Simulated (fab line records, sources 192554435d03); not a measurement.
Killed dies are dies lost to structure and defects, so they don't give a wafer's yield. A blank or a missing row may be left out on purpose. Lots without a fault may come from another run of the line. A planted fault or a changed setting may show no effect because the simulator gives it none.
Chamber matching | flow n5_finfet | N5_BEOL_M14_STRIP_37 on rie_diel-05: 4 sister chambers
The step strips in O2. 22 wafers are shown with their chamber, then 11 later ones without.

WAFERS WITH THEIR CHAMBER
wafer  | chamber | drypump_motor_current_A (A) | showerhead_plenum_p_Torr (Torr) | throttle_valve_pct (%)
L076.1 | 0       | 6.6                         | 2.05                            | 16.24
L076.4 | 0       | 6.6                         | 2.05                            | 16.25
L076.5 | 1       | 5.7                         | 2.18                            | 16.79
L077.1 | 0       | 6.6                         | 2.05                            | 16.26
L077.3 | 3       | 5.7                         | 2.19                            | 16.33
L077.5 | 3       | 5.7                         | 2.19                            | 16.33
L079.1 | 3       | 5.7                         | 2.19                            | 16.35
L079.3 | 0       | 6.6                         | 2.05                            | 16.29
L079.5 | 2       | 5.1                         | 2.15                            | 16.60
L082.2 | 1       | 5.7                         | 2.18                            | 16.85
L082.3 | 2       | 5.1                         | 2.14                            | 16.58
L082.5 | 1       | 5.8                         | 2.18                            | 16.82
L086.1 | 0       | 6.6                         | 2.05                            | 16.26
L086.3 | 2       | 5.1                         | 2.14                            | 16.61
L086.4 | 3       | 5.7                         | 2.18                            | 16.34
L084.1 | 1       | 5.8                         | 2.17                            | 16.85
L084.5 | 3       | 5.7                         | 2.18                            | 16.36
L084.6 | 2       | 5.1                         | 2.14                            | 16.61
L088.2 | 0       | 6.6                         | 2.04                            | 16.30
L088.3 | 3       | 5.7                         | 2.18                            | 16.36
L088.5 | 3       | 5.7                         | 2.18                            | 16.38
L090.1 | 3       | 5.7                         | 2.18                            | 16.38

SIGNATURES (means of the wafers above)
reading                  | chamber 0 | chamber 1 | chamber 2 | chamber 3 | scatter within a chamber
drypump_motor_current_A  | 6.600     | 5.750     | 5.100     | 5.700     | 0.0236
showerhead_plenum_p_Torr | 2.0483    | 2.1775    | 2.1425    | 2.1837    | 0.00484
throttle_valve_pct       | 16.2667   | 16.8275   | 16.6000   | 16.3537   | 0.0219
Rule: a wafer's distance from a chamber is the root of the sum, over the readings, of the square of ((its reading less the chamber's mean) divided by the reading's scatter). The wafer belongs to the nearest chamber; if the next one is less than 2 further off, it can't be placed. The scatter: the root of (the sum of the squares of (reading less its chamber's mean) over the shown wafers, divided by (wafers less chambers)).

WAFERS WITHOUT THEIR CHAMBER
wafer  | drypump_motor_current_A (A) | showerhead_plenum_p_Torr (Torr) | throttle_valve_pct (%)
L090.5 | 5.8                         | 2.17                            | 16.91
L090.6 | 5.2                         | 2.14                            | 16.62
L089.1 | 5.1                         | 2.14                            | 16.62
L089.2 | 5.7                         | 2.17                            | 16.89
L089.3 | 5.7                         | 2.18                            | 16.40
L095.1 | 6.6                         | 2.04                            | 16.34
L095.2 | 5.7                         | 2.17                            | 16.90
L095.4 | 5.1                         | 2.13                            | 16.63
L096.4 | 5.1                         | 2.13                            | 16.65
L096.5 | 5.7                         | 2.18                            | 16.42
L096.6 | 5.1                         | 2.13                            | 16.66

WHICH CHAMBER EACH WENT THROUGH
wafer  | from the rows above | in truth
L090.5 | 1                   | 1
L090.6 | 2                   | 2
L089.1 | 2                   | 2
L089.2 | 1                   | 1
L089.3 | 3                   | 3
L095.1 | 0                   | 0
L095.2 | 1                   | 1
L095.4 | 2                   | 2
L096.4 | 2                   | 2
L096.5 | 3                   | 3
L096.6 | 2                   | 2
Placed correctly: 11 of 11. Can't be placed from these rows: 0. Placed wrongly: 0.
